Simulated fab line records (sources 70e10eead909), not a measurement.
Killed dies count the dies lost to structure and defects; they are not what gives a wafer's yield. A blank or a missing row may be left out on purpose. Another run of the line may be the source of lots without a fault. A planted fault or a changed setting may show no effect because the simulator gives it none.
The tool behind it: which one?	flow nand harc	13 lots with 39 wafers sampled at 5 steps, on a route of 1302 steps

## WHAT EACH GAUGE READ, for each wafer
NHARC_HYBRID_BOND_INSPECT_06: inspects for defects (ir void).
lot	measured	on	raw defect count
L993	day 24 07:50	defect inspect-02	75 71 69
L994	day 24 23:55	defect inspect-02	102 120 112
L995	day 24 23:55	defect inspect-01	118 125 133
L996	day 25 23:15	defect inspect-02	48 65 70
L998	day 26 14:23	defect inspect-02	129 104 107
L107	day 29 20:39	defect inspect-01	27 32 40
L106	day 30 15:54	defect inspect-01	88 110 88
L109	day 30 15:55	defect inspect-02	114 133 139
L108	day 31 05:41	defect inspect-01	66 65 65
L110	day 31 14:50	defect inspect-02	80 79 84
L111	day 31 14:50	defect inspect-01	92 86 97
L112	day 32 17:08	defect inspect-01	33 29 23
L114	day 34 06:13	defect inspect-02	134 135 108

NHARC_THIN_TSV_CD_MEAS_12: the cd target is 1000 nm.
lot	measured	on	cd nm (nm)
L993	day 24 12:55	cd sem-03	997.6 1004.2 996.7
L994	day 25 02:36	cd sem-03	1000.5 1003.3 1000.8
L995	day 25 03:48	cd sem-01	999.2 999.6 1004.2
L996	day 26 01:57	cd sem-01	999.1 997.4 1000.3
L998	day 26 18:17	cd sem-02	1000.1 998.0 996.4
L107	day 29 23:20	cd sem-03	1001.3 999.7 1004.1
L106	day 30 19:47	cd sem-02	999.7 1006.0 1000.4
L109	day 30 20:59	cd sem-01	996.7 999.2 996.2
L108	day 31 08:15	cd sem-01	1000.2 998.5 997.5
L110	day 31 17:24	cd sem-03	1000.6 999.7 1000.1
L111	day 31 18:35	cd sem-03	999.2 995.7 998.3
L112	day 32 19:43	cd sem-01	1002.5 1001.9 999.7
L114	day 34 08:55	cd sem-03	999.4 997.3 997.9

NHARC_END_SORT_01.
lot	measured	on	defect limited yield (%)	killed at array	killed at other	killed at periphery	killed dies	killed open	killed short
L993	day 25 01:47	prober-02	92.5 92.3 93.4	50 49 43	0 0 0	1 3 2	51 52 45	4 4 2	2 2 2

## WHAT TOOL EACH LOT RAN ON (gives the tool, then ch and the chambers of the sampled wafers, and finally the start)
lot	NHARC_THIN_TSV_ANNEAL_52	NHARC_THIN_TSV_ETCH_36
L993	rtp anneal-02 ch 0, day 24 17:01	rie metal-01 ch 0, day 24 19:32
L994	rtp anneal-02 ch 0, day 25 06:35	rie metal-01 ch 0,1, day 25 09:04
L995	rtp anneal-01 ch 0, day 25 07:49	rie metal-03 ch 0,1, day 25 10:16
L996	rtp anneal-01 ch 0, day 26 06:00	rie metal-03 ch 0,1, day 26 08:16
L998	rtp anneal-02 ch 0, day 26 22:21	rie metal-03 ch 0,1, day 27 01:04
L107	rtp anneal-02 ch 0, day 30 03:32	rie metal-01 ch 0,1, day 30 05:59
L106	rtp anneal-02 ch 0, day 30 23:54	rie metal-02 ch 0,1, day 31 02:22
L109	rtp anneal-02 ch 0, day 31 01:05	rie metal-03 ch 0,1, day 31 03:37
L108	rtp anneal-01 ch 0, day 31 12:14	rie metal-01 ch 0,1, day 31 14:45
L110	rtp anneal-01 ch 0, day 31 21:21	rie metal-02 ch 0,1, day 31 23:43
L111	rtp anneal-02 ch 0, day 31 22:43	rie metal-03 ch 0,1, day 32 01:09
L112	rtp anneal-02 ch 0, day 32 23:40	rie metal-01 ch 0,1, day 33 02:13
L114	rtp anneal-02 ch 0, day 34 12:51	rie metal-03 ch 1, day 34 15:13
- NHARC_THIN_TSV_ANNEAL_52: time 90 s.
- NHARC_THIN_TSV_ETCH_36: etches the open film in Cl2/BCl3, target depth 65 nm, time 18.571 s.

## WHAT THE TOOLS THEMSELVES READ (means of the sampled wafers that have a number; where no wafer has one, the mark that the record gives instead)
NHARC_THIN_TSV_ANNEAL_52.
lot	tool	wafer_temp_C_max
L993	rtp anneal-02	225.90
L994	rtp anneal-02	225.78
L995	rtp anneal-01	225.58
L996	rtp anneal-01	225.71
L998	rtp anneal-02	225.62
L107	rtp anneal-02	225.72
L106	rtp anneal-02	225.51
L109	rtp anneal-02	225.88
L108	rtp anneal-01	225.72
L110	rtp anneal-01	225.56
L111	rtp anneal-02	225.72
L112	rtp anneal-02	225.88
L114	rtp anneal-02	225.76

NHARC_THIN_TSV_ETCH_36.
lot	tool	drypump motor current A (A)	oes product au (a.u.)
L993	rie metal-01	5.1	1.011
L994	rie metal-01	5.9	1.004
L995	rie metal-03	6.0	0.989
L996	rie metal-03	6.0	0.996
L998	rie metal-03	6.0	0.873
L107	rie metal-01	5.5	1.004
L106	rie metal-02	6.1	1.003
L109	rie metal-03	6.0	0.998
L108	rie metal-01	6.0	0.992
L110	rie metal-02	5.8	1.009
L111	rie metal-03	6.0	0.998
L112	rie metal-01	5.5	1.004
L114	rie metal-03	6.1	0.996

## THE ANSWER, worked out from the rows above alone
Rule: what is usual is taken from the lots themselves. The widest of any qualifying gaps counts: lots, ordered by their means at a reading, are off when they make up no more than a third of the lots, leave a main group of 4 or more, and stand apart from it by 3 or more times the standard deviation of that group's means. A main group whose means are all the same, to the digits that the tables above print for the reading, isn't used. A lot without any number at a reading at which 4 lots or more have one is off too. The other lots that the step has rows for count as sound. The gauges are gone through in route order, then the tools' own readings, and for those a lot's mean is taken as printed above. At the first step where some lot is off, the reading lying furthest off is the one used; lots without a number count as furthest.
Off: L998 (NHARC_THIN_TSV_ETCH_36, oes product au). The main group: mean 1.000 a.u., standard deviation 0.0063.
A tool fits if, at that step or a process step before it, it ran every lot that is off, and no sound lot after the first of them. Not one of the candidates tried fits.

## WHAT THE SIMULATOR HAD INSERTED
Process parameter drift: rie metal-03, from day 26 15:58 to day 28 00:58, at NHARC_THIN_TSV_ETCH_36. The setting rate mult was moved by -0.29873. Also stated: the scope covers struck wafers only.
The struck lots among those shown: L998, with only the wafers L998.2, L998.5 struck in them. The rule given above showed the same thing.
